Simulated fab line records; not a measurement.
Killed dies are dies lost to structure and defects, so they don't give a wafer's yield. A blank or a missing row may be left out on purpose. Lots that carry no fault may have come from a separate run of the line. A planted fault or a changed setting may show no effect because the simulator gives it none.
Struck lot and sound lot, side by side	flow n5 finfet	39 out of 1938 route steps
Sound: the wafers L173.1, L173.3, L173.6. Struck: wafers L184.2, L184.5. (L184.6 of the same lot was not struck and is left out.) The cause comes at the end.
For every step that has rows: the tool of each side, followed by ch and its chambers, followed by its first start. Under that, the readings that differ: sound wafers	struck wafers	difference of the means	sigmas: that difference in standard deviations of wafers without a fault.
alike: readings with means less than 2 such deviations apart, plus words and numbers identical on both sides. not compared: withheld readings, readings lacking a value on some wafer, bounds such as >300 that could conceal the same value, and numbers that have no deviation in the record and whose values overlap.
A row with sigmas, a row that says differs or no value, or rows on one side alone: a step with any of these is where the two part. Numbers that have no deviation but don't overlap get no sigmas and don't part them. Lack of a reading on every wafer of one side parts them only where that side has two or more wafers.

first, 11 steps without rows for these wafers: N5_BEOL_M4_ANNEAL_89 (time 240 s); N5_BEOL_M4_SPUTTER_90 (material Cu, target thk 4.5 nm, time 8.29 s); N5_BEOL_M4_ANNEAL_91 (time 240 s); N5_BEOL_M4_SPUTTER_92 (material Cu, target thk 4.5 nm, time 8.29 s); N5_BEOL_M4_ANNEAL_93 (time 240 s); N5_BEOL_M4_SPUTTER_94 (material Cu, target thk 4.5 nm, time 8.29 s); N5_BEOL_M4_ANNEAL_95 (time 240 s); N5_BEOL_M4_SPUTTER_96 (material Cu, target thk 4.5 nm, time 8.29 s); N5_BEOL_M4_ECD_50 (material Cu, target thk 300 nm); N5_BEOL_M4_ANNEAL_51 (time 90 s); N5_BEOL_M4_CMP_52 (polishes, stops on SiOC, t overpolish 6.8 s, target thk 40 nm).
N5_BEOL_M4_PRE_CLEAN_60: time 15 s.
  sound on cvd co-01 ch 1,2, day 8 22:27; struck on cvd co-02 ch 0, day 11 20:32
reading	sound	struck	difference	sigmas
heater power outer w (W)	13 14 14	45 45	+31	+3
  alike: heater power w
then, 3 steps without rows for these wafers: N5_BEOL_M4_CO_CAP_55 (material Co, precursor CCTBA/H2, target thk 2 nm, time 102.1 s); N5_BEOL_M4_PRE_CLEAN_56 (time 15 s); N5_BEOL_M4_DEP_57 (deposits SiCN from 3MS/NH3, target thk 8 nm, time 14 s).
N5_BEOL_M4_INSPECT_59: inspects for defects (darkfield).
  sound on defect inspect-01, day 8 22:42; struck on defect inspect-02, day 11 20:47
reading	sound	struck	difference	sigmas
raw defect count	50 32 64	512 478	+446	+19
N5_BEOL_M4_RC_MEAS_101:
  sound on prober-01 ch 0, day 8 22:44; struck on prober-02 ch 0, day 11 20:58
  alike: DIBL_N, DIBL_P, IOFF_N, IOFF_P, ION_N, ION_P, SS_N, SS_P, VT_N, VT_P
then, 13 steps without rows for these wafers: N5_BEOL_M5_ILD_DEP_00 (deposits SiCOH lowk from DEMS/porogen, target thk 140.64 nm, time 25.9 s); N5_BEOL_M5_CURE_79 (cures SiCOH lowk, time 240 s); N5_BEOL_M5_PECVD_70 (deposits SiO2 from TEOS/O2, target thk 16 nm, time 18 s); N5_BEOL_M5_HM_DEP_02 (deposits TiN, target thk 20 nm); N5_BEOL_M5_COAT_59 (time 60 s, resist thk 60 nm); N5_BEOL_M5_COAT_60 (time 60 s, resist thk 12 nm); N5_BEOL_M5_COAT_71 (time 60 s, resist thk 5 nm); N5_BEOL_M5_COAT_05 (resist thk 30 nm); N5_BEOL_M5_EBR_07; N5_BEOL_M5_SOFTBAKE_06 (time 60 s); N5_BEOL_M5_EXPOSE_08 (exposes mask M5, target cd 28 nm); N5_BEOL_M5_PEB_09 (peb time 60 s); N5_BEOL_M5_DEVELOP_10 (develop time 30 s).
N5_BEOL_M5_INSPECT_13: inspects for defects (brightfield).
  sound on defect inspect-02, day 9 02:48; struck on defect inspect-02, day 11 23:29
reading	sound	struck	difference	sigmas
raw defect count	361 291 375	806 685	+403	+4
then, 6 steps without rows for these wafers: N5_BEOL_M5_DESCUM_16 (chemistry O2, time 7 s); N5_BEOL_M5_ETCH_72 (etches underlayer in N2/H2, target depth 6.5 nm, time 5.2 s); N5_BEOL_M5_ETCH_61 (etches SiARC in CF4, target depth 15.6 nm, time 26 s); N5_BEOL_M5_ETCH_62 (etches SOC in N2/H2, target depth 75 nm, overetch 15 nm, time 112.5 s); N5_BEOL_M5_STRIP_63 (strips in N2/H2); N5_BEOL_M5_STRIP_73 (strips in N2/H2).
N5_BEOL_M5_INSPECT_30: inspects for defects (brightfield).
  sound on defect inspect-01, day 9 05:10; struck on defect inspect-02, day 12 01:58
reading	sound	struck	difference	sigmas
raw defect count	433 346 409	783 702	+346	+3
-- a jump in the record: the struck wafers' starts before and after are 4 days apart (it breaks off in module BEOL_M5 and resumes in module PASSIVATION, where the first step shown is number 1936 of the route) --
N5_PASSIVATION_PROBE_49:
  rows exist in the record for the struck wafers here (prober-01, day 16 01:46), but not for the sound ones

## WHERE THEY PART
At N5_BEOL_M4_PRE_CLEAN_60 first; at N5_PASSIVATION_PROBE_49 last (within this record only).

WHY: whatever the simulator had introduced
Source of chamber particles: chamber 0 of cvd co-02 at N5_BEOL_M4_PRE_CLEAN_60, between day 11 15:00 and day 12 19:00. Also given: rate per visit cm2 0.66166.
